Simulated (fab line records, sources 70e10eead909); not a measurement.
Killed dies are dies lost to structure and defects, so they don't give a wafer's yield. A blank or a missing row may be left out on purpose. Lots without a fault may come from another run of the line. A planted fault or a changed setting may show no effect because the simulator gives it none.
One fault seen from 2 desks | flow nand_harc | each desk has only its own numbers; what lay behind them comes last

THE METROLOGY DESK
What the gauges read, lot by lot, whatever tool the lot ran on: means of the sampled wafers that have a number. A lot is out of limits, marked OUT, if its mean lies more than 4 standard deviations from the usual mean; the brackets give that distance.
Columns: A = thk_nm at NHARC_A_ONON_D1_THK_MEAS_27, usual 1003 nm
lot  | first seen here | A
L891 | day 8 10:57     | 1000
L895 | day 10 06:07    | 999
L896 | day 11 00:53    | 985
L897 | day 11 13:26    | 1007
L898 | day 11 23:16    | 1007
L900 | day 12 19:32    | 1003
L902 | day 13 04:19    | 1003
L901 | day 13 04:20    | 996
L903 | day 13 12:20    | 993
L904 | day 14 05:49    | 993
L906 | day 15 02:16    | 996
L908 | day 15 17:14    | 1000
This desk's finding: nothing out of limits on any of the 12 lots.

THE TOOL OWNER'S DESK: rie_diel-10
The tool's own readings at NHARC_A_CHANNEL_HOLE_D1_ETCH_39 (etches the open film in N2/H2, target depth 260 nm, time 325 s): means of the sampled wafers that have a number, for each lot that ran on this tool. A lot is out of limits, marked OUT, if its mean lies more than 4 standard deviations from the usual mean; the brackets give that distance.
Columns: A = drypump_motor_current_A at NHARC_A_CHANNEL_HOLE_D1_ETCH_39, usual 5.66 A; B = oes_product_au at NHARC_A_CHANNEL_HOLE_D1_ETCH_39, usual 1.003 a.u.; C = rf_vpp_V at NHARC_A_CHANNEL_HOLE_D1_ETCH_39, usual 431.6 V; D = showerhead_plenum_p_Torr at NHARC_A_CHANNEL_HOLE_D1_ETCH_39, usual 2.08 Torr; E = throttle_valve_pct at NHARC_A_CHANNEL_HOLE_D1_ETCH_39, usual 14.170 %
lot  | first seen here | A    | B                | C     | D    | E
L895 | day 10 11:54    | 5.65 | 1.003            | 433.4 | 2.12 | 14.175
L897 | day 11 19:10    | 5.53 | 1.006            | 432.4 | 2.10 | 14.179
L898 | day 12 05:04    | 5.53 | 1.011            | 432.3 | 2.10 | 14.161
L902 | day 13 08:33    | 5.63 | 1.009            | 433.4 | 2.12 | 14.168
L901 | day 13 09:41    | 5.58 | 1.009            | 430.9 | 2.05 | 14.168
L903 | day 13 16:38    | 5.64 | 1.011            | 432.1 | 2.11 | 14.165
L904 | day 14 12:27    | 5.59 | 0.952 (-7.0) OUT | 433.6 | 2.17 | 14.178
L906 | day 15 06:30    | 5.52 | 0.956 (-6.5) OUT | 432.5 | 2.09 | 14.175
L908 | day 16 00:05    | 5.36 | 0.916 (-12) OUT  | 427.6 | 1.96 | 14.161
This desk's finding: out of limits on L904, L906, L908; first on L904, day 14 12:27 (oes_product_au at NHARC_A_CHANNEL_HOLE_D1_ETCH_39). In limits: L895, L897, L898, L902, L901, L903.

PUT TOGETHER
The tool owner's desk could have raised an alarm at day 14 12:27, on L904, L906, L908.
The metrology desk saw nothing out of limits.
The metrology desk has L904, L906, L908 on record, within its limits.
Of the lots named, all ran NHARC_A_CHANNEL_HOLE_D1_ETCH_39 on rie_diel-10.

WHAT THE SIMULATOR HAD PUT IN
Process parameter drift: rie_diel-10, from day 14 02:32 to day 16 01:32, at NHARC_A_CHANNEL_HOLE_D1_ETCH_39. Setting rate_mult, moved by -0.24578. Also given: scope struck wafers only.
Lots struck among those shown: L904, L906, L908.
Hours from the fault's start to each desk's first reading out of limits: the tool owner's desk, 10.
